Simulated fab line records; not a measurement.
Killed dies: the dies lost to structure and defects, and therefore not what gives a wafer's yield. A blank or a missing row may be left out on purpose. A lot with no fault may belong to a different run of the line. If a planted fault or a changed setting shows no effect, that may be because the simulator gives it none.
fab line records	flow n5_finfet
record lots=4	wafers=12	last_day=19
route steps=1938 shown FIN_SAQP@114 BEOL_M4@1111 PASSIVATION@1936
lots that met no fault: from a run of the same line without faults
start_h: start of the lot's first displayed wafer, in hours after the record's first day	wait_h: hours elapsed since this lot's preceding step	" the same as in the row above	L1.1+2: a single row standing in for several wafers	- no value, or no start was given	* or withheld: withheld	< > ~ a bound
route shown NAME@n: NAME is a module with steps in the file, n the number in the route of the first one	usual: the fault-free wafers' mean and standard deviation	same: alike in all rows	chamber/n: place in a boat	sites: each site's reading	_std_site: standard deviation across them	_edge_site: outer sites' mean less inner sites'	radius_mm: for every site, how far away it sits from the centre of the wafer	mask NAME#n: copy n	behind: the most recent tool/chamber to have shaped the wafer	hold: why the lot was held/for how many hours/how that ended	device: whichever transistor did not switch (one of n, p or np)	end of line: the same wafers' tests at the end of the route	for a step that has no rows: nothing shown but its recipe	killed: not the wafer's yield, but the dies lost to structure and defects at the first sort	map: dies across one wafer; x = killed, . = not, _ = none there
set.NAME: the run value of the setting; set.NAME@STEP: its run value at that earlier step	model.NAME: the simulator's own value behind a step, which no gauge read
lots seen at some steps along the route; tables by step, rows by wafer
services: when a tool's chamber went out of use (start_h, in hours from the record's first day, below 0 if earlier), for how many hours, and the reason
## steps
# step N5_FIN_SAQP_DESCUM_21
# recipe chemistry=O2	time_s=7.9	source_power_w=50	bias_power_w=20	pressure_mtorr=20	rf_frequency_hz=2.712e+07	temp_c=40	resist=CAR-ArF	o2_flow_sccm=225
# step N5_FIN_SAQP_ETCH_51
# recipe chemistry=CF4	target=SiARC	target_depth_a=455	mask_material=CAR-ArF	time_s=75.8	ion_energy_ev=80	pressure_mtorr=40	source_w=545	bias_w=36	Ar_flow_sccm=100	cf4_flow_sccm=100	ends=cleared
# step N5_FIN_SAQP_ETCH_52
# recipe chemistry=N2/H2	target=SOC	target_depth_a=1000	overetch_a=200	mask_material=SiARC	temp_c=40	time_s=150	ion_energy_ev=200	pressure_mtorr=30	source_w=840	bias_w=150	n2_flow_sccm=200	h2_flow_sccm=200	ends=end_point
# step N5_FIN_SAQP_STRIP_53
# recipe chemistry=N2/H2	temp_c=40	n2_flow_sccm=200	h2_flow_sccm=200	rf_frequency_hz=6e+07
# step N5_FIN_SAQP_HM_OPEN_73
# recipe chemistry=CHF3/O2	target=SiO2	stop_on=a-Si	target_depth_a=120	over_etch_frac=1.8	mask_material=SOC	time_s=16.8	pressure_mtorr=30	source_w=650	bias_w=170	Ar_flow_sccm=200	CHF3_flow_sccm=50	O2_flow_sccm=5	ion_energy_ev=200	ends=end_point
# step N5_FIN_SAQP_STRIP_74
# recipe chemistry=CHF3/O2	resist=SiARC	rf_frequency_hz=6e+07
# step N5_FIN_SAQP_MANDREL_ETCH_22
# recipe target_depth_a=600	chemistry=HBr/Cl2	target=a-Si	stop_on=SiNx	bt_time_s=10	over_etch_frac=0.5	time_s=30	pressure_mtorr=10	icp_w=800	bias_w=75	HBr_flow_sccm=150	Cl2_flow_sccm=80	ends=end_point
# step N5_FIN_SAQP_STRIP_55
# recipe chemistry=N2/H2	power_w=500	temp_c=40	pressure_mtorr=50	rf_frequency_hz=6e+07	overash_fraction=0.3	bias_power_w=28	h2_frac=0.5	n2_flow_sccm=300	h2_flow_sccm=300
# step N5_FIN_SAQP_STRIP_23
# recipe chemistry=SPM	time_s=750	temp_c=130	h2so4_h2o2_vol_ratio=4
# step N5_FIN_SAQP_SRD_66
# recipe dry=ipa_marangoni	time_s=30	temp_c=23	rinse_liquid=diw
# step N5_FIN_SAQP_RECESS_75
# recipe chemistry=HF/NH3	target=SiO2	target_depth_a=144	afs_cycles=3	temp_c=30	sublimation_temp_c=180	sublimation_time_s=60
# step N5_FIN_SAQP_SPACER1_ALD_24
# recipe material=SiO2	target_thk_a=203	temp_c=300	ald_precursor_family=BDEAS	ald_co_reactant=O2-plasma	pulse_time_s=1	purge_time_s=2	co_reactant_purge_time_s=2	ald_cycles=218	pressure_torr=2
# step N5_FIN_SAQP_SPACER1_ETCHBACK_25
# recipe chemistry=CHF3/O2	mode=anisotropic_etchback	target=SiO2	target_depth_a=244	time_s=12.2	pressure_mtorr=30	source_w=650	bias_w=170	Ar_flow_sccm=200	CHF3_flow_sccm=50	O2_flow_sccm=5	ion_energy_ev=200
# usual CHF3_flow_sccm=50.01/0.15	O2_flow_sccm=5.000/0.016	drypump_motor_current_A=5.50/0.24	oes_product_au=0.75/0.074	rf_vpp_V=520/7.2	showerhead_plenum_p_Torr=2.37/0.071	throttle_valve_pct=18.84/0.13	time_s=12.2/0
lot.wafer	tool	chamber	start_h	wait_h	CHF3_flow_sccm	O2_flow_sccm	drypump_motor_current_A	oes_product_au	rf_hours_counter_h	rf_vpp_V	showerhead_plenum_p_Torr	throttle_valve_pct	time_s	model.SiO2_of_FIN_SAQP_SPACER1_ALD_24.thk_nm
L286.2	rie_diel-04	0	54.53	0.4	-	-	-	-	-	-	-	-	-	20
L286.5	"	0	"	"	-	-	-	-	-	-	-	-	-	20.2
L286.6	"	1	"	"	-	-	-	-	-	-	-	-	-	20.2
L287.1	rie_diel-04	2	60.40	0.4	-	-	-	-	-	-	-	-	-	20.2
L287.2	"	3	"	"	-	-	-	-	-	-	-	-	-	20.2
L287.6	"	1	"	"	-	-	-	-	-	-	-	-	-	20.2
L288.1	rie_diel-01	3	66.60	0.4	50.02	5.016	5.25	0.68	246	510	2.35	18.97	12.2	0
L288.2	"	0	"	"	49.88	5.002	5.36	0.73	162	524	2.50	18.80	12.2	0
L288.3	"	2	"	"	50.03	4.997	5.77	0.76	158	518	2.31	18.98	12.2	0
L303.1	rie_diel-04	3	155.94	0.6	50.00	5.027	5.20	0.75	163	523	2.39	18.79	12.2	0
L303.4	"	2	"	"	49.81	5.009	5.40	0.68	240	519	2.36	18.76	12.2	0
L303.6	"	1	"	"	49.80	4.987	5.91	0.72	-	524	2.31	18.94	12.2	0
# step N5_FIN_SAQP_MANDREL1_REMOVE_56
# recipe chemistry=HBr/Cl2/O2	bt_time_s=10	target=a-Si	stop_on=SiNx	endpoint=OES-SiCl	over_etch_frac=1	icp_w=600	bias_w=22	HBr_flow_sccm=150	Cl2_flow_sccm=80	O2_flow_sccm=5	pressure_mtorr=10
# usual HBr_flow_sccm=150.0/0.47	drypump_motor_current_A=5.6/0.47	mfc_cl2_sccm=80.00/0.25	oes_product_au=1.005/0.01	throttle_valve_pct=36.6/0.37
lot.wafer	tool	chamber	start_h	wait_h	HBr_flow_sccm	drypump_motor_current_A	mfc_cl2_sccm	oes_product_au	rf_hours_counter_h	throttle_valve_pct
L286.2	rie_si-06	0	54.62	0.1	150.3	5.4	79.80	0.372	168	36.9
L286.5	"	0	"	"	149.6	5.4	79.64	0.376	-	36.9
L286.6	"	1	"	"	149.8	5.3	79.76	0.367	-	37.2
L287.1	rie_si-05	2	60.49	0.1	150.2	6.3	80.00	0.368	40	36.7
L287.2	"	3	"	"	150.0	6.7	80.28	0.384	124	36.4
L287.6	"	2	"	"	150.2	6.2	80.13	0.377	-	36.7
L288.1	rie_si-02	0	66.69	0.1	150.4	5.2	80.19	1.011	23	36.6
L288.2	"	1	"	"	149.5	5.5	79.77	1.024	174	36.3
L288.3	"	3	"	"	151.3	5.4	80.34	1.005	23	36.2
L303.1	rie_si-02	0	156.03	0.1	149.7	5.2	79.89	1.012	24	36.6
L303.4	"	3	"	"	150.0	5.4	80.54	1.004	24	36.2
L303.6	"	2	"	"	150.3	5.9	79.73	1.004	-	36.6
# step N5_FIN_SAQP_CD_MEAS_27
# recipe target_cd_nm=20	landing_energy_ev=1000	detector=se_inlens	polarity=line
# usual cd_nm=20.29/0.26
lot.wafer	tool	chamber	start_h	wait_h	cd_nm
L286.2	cd_sem-02	0	54.73	0.1	-
L286.5	"	0	"	"	-
L286.6	"	0	"	"	-
L287.1	cd_sem-02	0	60.60	0.1	-
L287.2	"	0	"	"	-
L287.6	"	0	"	"	-
L288.1	cd_sem-03	0	66.80	0.1	20.37
L288.2	"	0	"	"	20.25
L288.3	"	0	"	"	19.97
L303.1	cd_sem-02	0	156.14	0.1	19.69
L303.4	"	0	"	"	20.18
L303.6	"	0	"	"	20.30
# step N5_FIN_SAQP_ETCH_57
# recipe chemistry=CH3F/O2	target=SiNx	mask_material=SiO2	target_depth_a=325	time_s=46.4	pressure_mtorr=30	source_w=395	bias_w=73	Ar_flow_sccm=150	CH3F_flow_sccm=30	O2_flow_sccm=20	ion_energy_ev=120	ends=cleared
# usual drypump_motor_current_A=5.52/0.3	etch_rf_on_time_s=46.8/1.2	oes_product_au=0.65/0.071	rf_vpp_V=293/4.5	showerhead_plenum_p_Torr=2.00/0.066	throttle_valve_pct=16.32/0.19
lot.wafer	tool	chamber	start_h	wait_h	drypump_motor_current_A	etch_rf_on_time_s	oes_product_au	rf_hours_counter_h	rf_vpp_V	showerhead_plenum_p_Torr	throttle_valve_pct
L286.2	rie_diel-01	0	54.78	0.0	5.34	116.0	0.28	157	298	2.08	16.22
L286.5	"	3	"	"	5.27	116.0	0.26	-	289	1.95	16.43
L286.6	"	2	"	"	5.76	116.0	0.29	-	296	1.92	16.36
L287.1	rie_diel-03	0	60.71	0.1	5.82	116.0	0.27	230	295	2.06	16.09
L287.2	"	2	"	"	4.93	116.0	0.26	235	286	1.90	16.73
L287.6	"	1	"	"	5.83	116.0	0.27	-	293	2.08	16.55
L288.1	rie_diel-04	2	66.85	0.0	5.40	47.1	0.60	211	295	1.98	16.22
L288.2	"	0	"	"	5.50	47.2	0.63	179	291	2.00	16.28
L288.3	"	1	"	"	5.90	46.7	0.64	171	297	1.92	16.33
L303.1	rie_diel-04	1	156.34	0.2	5.92	46.1	0.62	200	297	1.91	16.39
L303.4	"	0	"	"	5.53	48.6	0.62	208	292	1.99	16.32
L303.6	"	0	"	"	5.50	47.8	0.61	-	290	1.99	16.33
# step N5_FIN_SAQP_ETCH_65
# recipe chemistry=CF4	target=SiO2	target_depth_a=40	ion_energy_ev=350	time_s=4.4	pressure_mtorr=10	icp_w=800	bias_w=400	cf4_flow_sccm=80
# step N5_FIN_SAQP_MANDREL_ETCH_58
# recipe chemistry=HBr/Cl2	target=a-Si	target_depth_a=450	bt_time_s=10	stop_on=SiNx	mask_material=SiO2	over_etch_frac=0.8	time_s=27	pressure_mtorr=10	icp_w=800	bias_w=75	HBr_flow_sccm=150	Cl2_flow_sccm=80	ends=end_point
# usual HBr_flow_sccm=150.0/0.43	drypump_motor_current_A=5.5/0.43	mfc_cl2_sccm=79.98/0.26	oes_product_au=0.700/0.0084	throttle_valve_pct=35.5/0.38
lot.wafer	tool	chamber	start_h	wait_h	HBr_flow_sccm	drypump_motor_current_A	mfc_cl2_sccm	oes_product_au	rf_hours_counter_h	throttle_valve_pct
L286.2	rie_si-05	3	54.92	0.0	150.1	6.7	79.93	0.329	123	36.1
L286.5	"	2	"	"	150.4	6.2	80.29	0.318	-	36.3
L286.6	"	3	"	"	149.5	6.7	79.77	0.330	-	36.0
L287.1	rie_si-06	2	60.85	0.0	150.1	5.0	80.09	0.324	11	35.8
L287.2	"	0	"	"	149.4	5.4	80.25	0.325	169	36.6
L287.6	"	0	"	"	149.7	5.4	80.23	0.316	-	36.6
L288.1	rie_si-05	3	66.99	0.0	150.3	6.8	80.25	0.715	124	35.3
L288.2	"	2	"	"	149.4	6.2	79.87	0.705	41	35.6
L288.3	"	0	"	"	149.8	5.2	79.95	0.695	95	35.1
L303.1	rie_si-06	2	156.48	0.0	150.5	5.0	80.23	0.698	14	35.1
L303.4	"	1	"	"	149.7	5.3	80.11	0.702	-	36.0
L303.6	"	3	"	"	149.8	5.3	79.98	0.702	-	36.0
# step N5_FIN_SAQP_RECESS_63
# recipe chemistry=HF/NH3	target=SiO2	target_depth_a=180	afs_cycles=3	temp_c=30	sublimation_temp_c=180	sublimation_time_s=60
# step N5_FIN_SAQP_COAT_68
# recipe resist=SOC	temp_c=250	time_s=60	spin_rpm=1500	resist_thk_nm=100
# step N5_FIN_SAQP_ETCH_69
# recipe chemistry=N2/H2	target=SOC	target_depth_a=1500	stop_on=SiNx	ion_energy_ev=100	bias_w=61	pressure_mtorr=30	source_w=850	n2_flow_sccm=200	h2_flow_sccm=200
# usual drypump_motor_current_A=5.52/0.29	n2_flow_sccm=200.1/0.65	oes_product_au=0.75/0.079	rf_vpp_V=240.6/1.4	showerhead_plenum_p_Torr=2.53/0.084	throttle_valve_pct=17.78/0.18
lot.wafer	tool	chamber	start_h	wait_h	drypump_motor_current_A	n2_flow_sccm	oes_product_au	rf_hours_counter_h	rf_vpp_V	showerhead_plenum_p_Torr	throttle_valve_pct
L286.2	rie_diel-03	0	55.57	-	5.85	199.5	0.27	228	242.1	2.62	17.56
L286.5	"	3	"	"	5.43	200.2	0.33	-	240.4	2.60	17.65
L286.6	"	0	"	"	5.85	199.3	0.27	-	242.8	2.62	17.57
L287.1	rie_diel-04	1	61.55	-	5.91	198.7	0.28	169	238.4	2.44	17.64
L287.2	"	2	"	"	5.41	199.9	0.26	209	239.9	2.51	17.54
L287.6	"	3	"	"	5.25	198.8	0.29	-	240.0	2.57	17.81
L288.1	rie_diel-04	1	67.64	-	5.93	199.4	0.74	172	240.0	2.43	17.71
L288.2	"	3	"	"	5.23	200.3	0.77	134	241.1	2.56	17.86
L288.3	"	2	"	"	5.40	200.0	0.70	211	241.1	2.51	17.59
L303.1	rie_diel-03	2	157.08	-	4.92	199.4	0.94	11	243.3	2.71	17.80
L303.4	"	0	"	"	5.83	200.7	0.94	2	241.4	2.61	17.29
L303.6	"	3	"	"	5.43	198.7	0.85	-	240.9	2.59	17.77
# step N5_FIN_SAQP_ETCH_67
# recipe chemistry=CH3F/O2	target=SiNx	target_depth_a=300	mask_material=SOC	pressure_mtorr=30	source_w=395	bias_w=73	Ar_flow_sccm=150	CH3F_flow_sccm=30	O2_flow_sccm=20	ion_energy_ev=120
# usual drypump_motor_current_A=5.51/0.29	oes_product_au=0.76/0.084	rf_vpp_V=294/4.4	showerhead_plenum_p_Torr=1.99/0.065	throttle_valve_pct=16.33/0.18
lot.wafer	tool	chamber	start_h	wait_h	drypump_motor_current_A	oes_product_au	rf_hours_counter_h	rf_vpp_V	showerhead_plenum_p_Torr	throttle_valve_pct
L286.2	rie_diel-03	0	55.63	0.0	5.83	0.27	228	298	2.06	16.08
L286.5	"	3	"	"	5.43	0.35	-	285	2.03	16.10
L286.6	"	0	"	"	5.83	0.27	-	295	2.06	16.10
L287.1	rie_diel-04	1	61.61	0.0	5.90	0.28	169	297	1.92	16.28
L287.2	"	2	"	"	5.39	0.26	209	295	1.98	16.19
L287.6	"	3	"	"	5.23	0.29	-	298	1.99	16.15
L288.1	rie_diel-04	1	67.70	0.0	5.93	0.75	172	297	1.92	16.35
L288.2	"	3	"	"	5.22	0.77	134	298	1.99	16.22
L288.3	"	2	"	"	5.43	0.69	211	296	1.98	16.24
L303.1	rie_diel-03	2	157.14	0.0	4.94	0.94	11	291	2.15	16.32
L303.4	"	0	"	"	5.82	0.96	2	297	2.05	15.75
L303.6	"	3	"	"	5.44	0.86	-	285	2.02	16.21
# step N5_FIN_SAQP_STRIP_70
# recipe chemistry=N2/H2	power_w=500	temp_c=40	pressure_mtorr=50	rf_frequency_hz=6e+07	overash_fraction=0.3	bias_power_w=28	h2_frac=0.5	n2_flow_sccm=300	h2_flow_sccm=300
# step N5_BEOL_M4_RC_MEAS_101
# usual DIBL_N=36.8/1.9	DIBL_P=36.5/2.1	IOFF_N=0.17/0.038	IOFF_P=0.22/0.039	ION_N=675/12	ION_P=463/7.4	SS_N=71.6/0.71	SS_P=73.4/0.72	VT_N=249/3.3	VT_P=-250/3.3
lot.wafer	tool	chamber	start_h	wait_h	DIBL_N[mV/V]	DIBL_P[mV/V]	IOFF_N[nA/um]	IOFF_P[nA/um]	ION_N[uA/um]	ION_P[uA/um]	SS_N[mV/dec]	SS_P[mV/dec]	VT_N[mV]	VT_P[mV]
L288.1	prober-02	0	231.14	0.0	38.4	38.8	0.20	0.25	672	460	72.8	74.0	249	-247
L288.2	"	0	"	"	40.6	41.8	0.26	0.31	689	468	73.0	75.0	245	-243
L288.3	"	0	"	"	38.9	40.3	0.23	0.31	686	473	72.5	74.5	245	-246
L303.1	prober-02	0	337.64	0.0	35.7	33.8	0.14	0.19	671	458	72.0	73.0	251	-251
L303.4	"	0	"	"	39.4	38.3	0.20	0.26	665	459	73.5	74.1	249	-246
L303.6	"	0	"	"	39.8	39.2	0.23	0.26	689	464	71.8	74.6	246	-246
# step N5_PASSIVATION_PROBE_49
# usual killed_at_M0_to_M3=33/11	killed_at_M4_up=15/6.2	killed_at_contacts=13/6.5	killed_at_front_end=38/11	killed_at_other=3.4/2.6	killed_dies=102/17	killed_on_rim=13/4.1	killed_open=67/12	killed_short=34/7.9
# same gross_dies=1180	killed_at_back_side=0
lot.wafer	tool	chamber	start_h	wait_h	killed_at_M0_to_M3	killed_at_M4_up	killed_at_contacts	killed_at_front_end	killed_at_other	killed_dies	killed_on_rim	killed_open	killed_short
L286.2	prober-01	-	304.41	0.1	35	16	4	1123	2	1180	152	52	29
L286.5	prober-01	-	304.56	0.2	39	6	5	1126	4	1180	152	53	32
L286.6	prober-01	-	304.61	0.3	36	13	7	1121	3	1180	152	80	19
L288.1	prober-01	-	338.93	0.4	43	11	9	32	4	99	13	67	31
L288.2	prober-01	-	338.98	0.4	42	8	7	18	1	76	9	58	18
L288.3	prober-01	-	339.03	0.5	31	12	14	39	9	105	14	62	41
L287.1	prober-01	-	346.02	0.0	37	10	16	1117	0	1180	152	67	39
L287.2	prober-01	-	346.07	0.1	55	12	6	1099	8	1180	152	78	44
L287.6	prober-01	-	346.27	0.3	50	9	11	1105	5	1180	152	70	34
# killed by level:class
L286.2 FIN_SAQP:area_etchback=1094 BEOL_M3:geometric_particle:open=13 BEOL_M2:geometric_particle:open=8 STI_FIN_REVEAL:geometric_particle:open=6 GATE_CUT:geometric_particle:short=6 DUMMY_GATE:geometric_particle:open=5 BEOL_M0_SAQP:geometric_particle:short=5 MOL_CONTACT_COAG:geometric_particle:open=4
L286.5 FIN_SAQP:area_etchback=1093 BEOL_M0_SAQP:geometric_particle:open=15 BEOL_M0_SAQP:geometric_particle:short=15 DUMMY_GATE:geometric_particle:open=8 STI_FIN_REVEAL:geometric_particle:open=7 STARTING-WAFER:geometric_particle:short=6 GATE_CUT:geometric_particle:short=5 MOL_CONTACT_COAG:geometric_particle:open=4
L286.6 FIN_SAQP:area_etchback=1081 STI_FIN_REVEAL:geometric_particle:open=14 BEOL_M0_SAQP:geometric_particle:open=9 DUMMY_GATE:geometric_particle:open=7 MOL_CONTACT_COAG:geometric_particle:open=7 BEOL_M0_SAQP:geometric_particle:short=7 BEOL_M0:geometric_particle:open=6 BEOL_M2:geometric_particle:open=5
L288.1 FIN_SAQP:geometric_particle:open=12 BEOL_M2:geometric_particle:open=12 MOL_CONTACT_COAG:geometric_particle:open=9 BEOL_M1:geometric_particle:open=9 BEOL_M0_SAQP:geometric_particle:short=8 STARTING-WAFER:geometric_particle:open=5 BEOL_M2:geometric_particle:short=4 BEOL_M3:geometric_particle:open=4
L288.2 BEOL_M1:geometric_particle:open=15 BEOL_M2:geometric_particle:open=7 MOL_CONTACT_COAG:geometric_particle:open=7 BEOL_M0_SAQP:geometric_particle:short=5 FIN_SAQP:geometric_particle:open=4 BEOL_M0_SAQP:geometric_particle:open=4 BEOL_M3:geometric_particle:open=4 STI_FIN_REVEAL:geometric_particle:open=3
L288.3 MOL_CONTACT_COAG:geometric_particle:open=12 BEOL_M1:geometric_particle:open=12 FIN_SAQP:geometric_particle:open=7 FIN_SAQP:geometric_particle:short=5 DUMMY_GATE:geometric_particle:open=5 BEOL_M0_SAQP:geometric_particle:short=5 BEOL_M2:geometric_particle:open=5 STARTING-WAFER:geometric_particle:short=5
L287.1 FIN_SAQP:area_etchback=1070 STI_FIN_REVEAL:geometric_particle:open=12 MOL_CONTACT_COAG:geometric_particle:open=11 BEOL_M2:geometric_particle:open=10 FIN_SAQP:geometric_particle:open=8 BEOL_M0_SAQP:geometric_particle:short=6 GATE_CUT:geometric_particle:short=5 MOL_CONTACT_COAG:geometric_particle:short=5
L287.2 FIN_SAQP:area_etchback=1057 BEOL_M0_SAQP:geometric_particle:short=19 STI_FIN_REVEAL:geometric_particle:open=13 BEOL_M0_SAQP:geometric_particle:open=10 BEOL_M2:geometric_particle:open=10 FIN_SAQP:geometric_particle:open=9 BEOL_M1:geometric_particle:open=7 BEOL_M4:geometric_particle:open=6
L287.6 FIN_SAQP:area_etchback=1076 BEOL_M0_SAQP:geometric_particle:open=14 BEOL_M0_SAQP:geometric_particle:short=13 BEOL_M2:geometric_particle:open=11 MOL_CONTACT_COAG:geometric_particle:open=8 STI_FIN_REVEAL:geometric_particle:open=5 DUMMY_GATE:geometric_particle:open=5 GATE_CUT:geometric_particle:short=5
# map L286.2 (x killed, . not)
_________________xxxxxxxxxxxx________________
______________xxxxxxxxxxxxxxxxxx_____________
___________xxxxxxxxxxxxxxxxxxxxxxxx__________
__________xxxxxxxxxxxxxxxxxxxxxxxxxx_________
________xxxxxxxxxxxxxxxxxxxxxxxxxxxxxx_______
_______xxxxxxxxxxxxxxxxxxxxxxxxxxxxxxxx______
______xxxxxxxxxxxxxxxxxxxxxxxxxxxxxxxxxx_____
_____xxxxxxxxxxxxxxxxxxxxxxxxxxxxxxxxxxxx____
____xxxxxxxxxxxxxxxxxxxxxxxxxxxxxxxxxxxxxx___
___xxxxxxxxxxxxxxxxxxxxxxxxxxxxxxxxxxxxxxxx__
___xxxxxxxxxxxxxxxxxxxxxxxxxxxxxxxxxxxxxxxx__
__xxxxxxxxxxxxxxxxxxxxxxxxxxxxxxxxxxxxxxxxxx_
__xxxxxxxxxxxxxxxxxxxxxxxxxxxxxxxxxxxxxxxxxx_
_xxxxxxxxxxxxxxxxxxxxxxxxxxxxxxxxxxxxxxxxxxxx
_xxxxxxxxxxxxxxxxxxxxxxxxxxxxxxxxxxxxxxxxxxxx
_xxxxxxxxxxxxxxxxxxxxxxxxxxxxxxxxxxxxxxxxxxxx
_xxxxxxxxxxxxxxxxxxxxxxxxxxxxxxxxxxxxxxxxxxxx
_xxxxxxxxxxxxxxxxxxxxxxxxxxxxxxxxxxxxxxxxxxxx
_xxxxxxxxxxxxxxxxxxxxxxxxxxxxxxxxxxxxxxxxxxxx
_xxxxxxxxxxxxxxxxxxxxxxxxxxxxxxxxxxxxxxxxxxxx
_xxxxxxxxxxxxxxxxxxxxxxxxxxxxxxxxxxxxxxxxxxxx
__xxxxxxxxxxxxxxxxxxxxxxxxxxxxxxxxxxxxxxxxxx_
__xxxxxxxxxxxxxxxxxxxxxxxxxxxxxxxxxxxxxxxxxx_
___xxxxxxxxxxxxxxxxxxxxxxxxxxxxxxxxxxxxxxxx__
___xxxxxxxxxxxxxxxxxxxxxxxxxxxxxxxxxxxxxxxx__
____xxxxxxxxxxxxxxxxxxxxxxxxxxxxxxxxxxxxxx___
_____xxxxxxxxxxxxxxxxxxxxxxxxxxxxxxxxxxxx____
______xxxxxxxxxxxxxxxxxxxxxxxxxxxxxxxxxx_____
_______xxxxxxxxxxxxxxxxxxxxxxxxxxxxxxxx______
________xxxxxxxxxxxxxxxxxxxxxxxxxxxxxx_______
__________xxxxxxxxxxxxxxxxxxxxxxxxxx_________
___________xxxxxxxxxxxxxxxxxxxxxxxx__________
______________xxxxxxxxxxxxxxxxxx_____________
_________________xxxxxxxxxxxx________________
# map L287.1 (x killed, . not)
_________________xxxxxxxxxxxx________________
______________xxxxxxxxxxxxxxxxxx_____________
___________xxxxxxxxxxxxxxxxxxxxxxxx__________
__________xxxxxxxxxxxxxxxxxxxxxxxxxx_________
________xxxxxxxxxxxxxxxxxxxxxxxxxxxxxx_______
_______xxxxxxxxxxxxxxxxxxxxxxxxxxxxxxxx______
______xxxxxxxxxxxxxxxxxxxxxxxxxxxxxxxxxx_____
_____xxxxxxxxxxxxxxxxxxxxxxxxxxxxxxxxxxxx____
____xxxxxxxxxxxxxxxxxxxxxxxxxxxxxxxxxxxxxx___
___xxxxxxxxxxxxxxxxxxxxxxxxxxxxxxxxxxxxxxxx__
___xxxxxxxxxxxxxxxxxxxxxxxxxxxxxxxxxxxxxxxx__
__xxxxxxxxxxxxxxxxxxxxxxxxxxxxxxxxxxxxxxxxxx_
__xxxxxxxxxxxxxxxxxxxxxxxxxxxxxxxxxxxxxxxxxx_
_xxxxxxxxxxxxxxxxxxxxxxxxxxxxxxxxxxxxxxxxxxxx
_xxxxxxxxxxxxxxxxxxxxxxxxxxxxxxxxxxxxxxxxxxxx
_xxxxxxxxxxxxxxxxxxxxxxxxxxxxxxxxxxxxxxxxxxxx
_xxxxxxxxxxxxxxxxxxxxxxxxxxxxxxxxxxxxxxxxxxxx
_xxxxxxxxxxxxxxxxxxxxxxxxxxxxxxxxxxxxxxxxxxxx
_xxxxxxxxxxxxxxxxxxxxxxxxxxxxxxxxxxxxxxxxxxxx
_xxxxxxxxxxxxxxxxxxxxxxxxxxxxxxxxxxxxxxxxxxxx
_xxxxxxxxxxxxxxxxxxxxxxxxxxxxxxxxxxxxxxxxxxxx
__xxxxxxxxxxxxxxxxxxxxxxxxxxxxxxxxxxxxxxxxxx_
__xxxxxxxxxxxxxxxxxxxxxxxxxxxxxxxxxxxxxxxxxx_
___xxxxxxxxxxxxxxxxxxxxxxxxxxxxxxxxxxxxxxxx__
___xxxxxxxxxxxxxxxxxxxxxxxxxxxxxxxxxxxxxxxx__
____xxxxxxxxxxxxxxxxxxxxxxxxxxxxxxxxxxxxxx___
_____xxxxxxxxxxxxxxxxxxxxxxxxxxxxxxxxxxxx____
______xxxxxxxxxxxxxxxxxxxxxxxxxxxxxxxxxx_____
_______xxxxxxxxxxxxxxxxxxxxxxxxxxxxxxxx______
________xxxxxxxxxxxxxxxxxxxxxxxxxxxxxx_______
__________xxxxxxxxxxxxxxxxxxxxxxxxxx_________
___________xxxxxxxxxxxxxxxxxxxxxxxx__________
______________xxxxxxxxxxxxxxxxxx_____________
_________________xxxxxxxxxxxx________________
## services
tool	chamber	start_h	hours	kind
rie_diel-04	3	31.04	2.3	repair
rie_diel-01	-	37.50	1.2	repair
rie_diel-04	-	48.86	2.8	pm
rie_si-05	2	52.13	2.3	repair
rie_diel-04	0	55.90	3.5	repair
rie_diel-01	-	59.04	2.4	repair
rie_si-05	-	59.63	0.4	repair
rie_si-05	0	69.78	14.4	repair
rie_diel-01	3	71.90	8.0	repair
rie_si-06	0	82.82	81.4	repair
rie_diel-01	1	97.91	3.7	repair
rie_diel-03	2	100.81	-	clean
rie_diel-03	2	100.81	-	consumable_replace:focus_ring
rie_diel-03	2	100.81	-	consumable_replace:showerhead
rie_diel-03	2	100.81	25.0	scheduled_down
rie_diel-03	2	100.81	25.0	vent_cycle
rie_si-02	0	102.44	4.2	repair
rie_si-05	2	111.77	4.0	repair
rie_diel-03	0	125.80	-	clean
rie_diel-01	0	130.07	9.3	repair
rie_diel-01	-	130.59	0.9	repair
rie_si-05	-	135.20	2.8	pm
rie_si-02	1	146.42	1.5	repair
rie_diel-03	-	149.57	2.8	pm
## key
first_sign step=N5_FIN_SAQP_SPACER1_ETCHBACK_25	reading=tool_record	direction=missing
effect step=N5_FIN_SAQP_MANDREL1_REMOVE_56	reading=oes_product_au	direction=down	sigmas=62	usual=1.005	struck=0.374
effect step=N5_FIN_SAQP_CD_MEAS_27	reading=cd_nm	direction=missing
effect step=N5_FIN_SAQP_ETCH_57	reading=etch_rf_on_time_s	direction=up	sigmas=58	usual=*	struck=*
effect step=N5_FIN_SAQP_MANDREL_ETCH_58	reading=oes_product_au	direction=down	sigmas=45	usual=0.700	struck=0.324
effect step=N5_FIN_SAQP_ETCH_69	reading=oes_product_au	direction=down	sigmas=5.9	usual=0.75	struck=0.28
effect step=N5_FIN_SAQP_ETCH_67	reading=oes_product_au	direction=down	sigmas=5.6	usual=0.76	struck=0.29
effect step=N5_PASSIVATION_PROBE_49	reading=killed_at_front_end	direction=up	sigmas=99+	usual=38	struck=1115
model_effect step=N5_FIN_SAQP_SPACER1_ETCHBACK_25	value=SiO2_of_FIN_SAQP_SPACER1_ALD_24.thk_nm	without=0	struck=20.17
more_kills_born_at N5_FIN_SAQP_SPACER1_ETCHBACK_25@rie_diel-04=6471
met_at N5_FIN_SAQP_SPACER1_ETCHBACK_25
struck_wafers L286.2,L286.5,L286.6,L287.1,L287.2,L287.6
later_rows_left_out L286.2,L286.5,L286.6,L287.1,L287.2,L287.6
tester_left_out L286,L287
fault kind=skipped_step_whole	tool=rie_diel-04	chamber=-	onset_h=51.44	steps=N5_FIN_SAQP_SPACER1_ETCHBACK_25	scope=struck_lots_only
# tester_left_out: of these lots the tester's yield and bins aren't shown, on N5 and GAA mostly nor the transistor test; their killed dies are dies lost to structure and defects alone, not to doping, threshold or leakage, so they don't give the yield
# later_rows_left_out: the simulator's readings of these wafers behind a module that went badly wrong aren't trusted and aren't shown, but for the sort
